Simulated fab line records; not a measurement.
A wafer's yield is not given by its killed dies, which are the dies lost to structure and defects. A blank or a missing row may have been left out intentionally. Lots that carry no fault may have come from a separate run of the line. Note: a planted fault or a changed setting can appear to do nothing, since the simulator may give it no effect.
Matching of chambers ; flow n5Finfet ; 3 sister chambers for N5_BEOL_M3_CO_CAP_55 on cvdCo-02
The step material Co, precursor CCTBA/H2, target thk 2 nm, time 102.1 s. 3 wafers are shown with their chamber, then 8 later ones without.

## WAFERS WITH THEIR CHAMBER
wafer;chamber;heaterPowerW (W)
L090.3;0;277
L090.5;1;261
L092.1;2;209

## WAFERS MISSING THEIR CHAMBER
wafer;heaterPowerW (W)
L092.2;252
L092.3;270
L094.1;256
L094.5;257
L094.6;269
L096.1;270
L096.2;209
L096.4;212

## CHAMBER TAKEN BY EACH
wafer;from the rows above;in truth
L092.2;1;1
L092.3;can't be placed: 0 or 1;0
L094.1;1;1
L094.5;1;1
L094.6;can't be placed: 0 or 1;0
L096.1;can't be placed: 0 or 1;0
L096.2;2;2
L096.4;2;2
5 of 8 placed correctly. From these rows, 3 cannot be placed; in 3 the true chamber is one of the candidates. Placed wrongly: 0.
How it was worked out, from the rows above alone: a wafer's distance from a chamber is the root of the sum, over the readings, of the square of ((its reading less the chamber's mean) divided by the reading's scatter). The wafer belongs to the nearest chamber; if the next one is less than 2 further off, it can't be placed. A chamber's mean is the mean of its shown wafers. The scatter: with one shown wafer a chamber, the root of the mean of the squares of how far each hidden wafer lies from its nearest shown one.
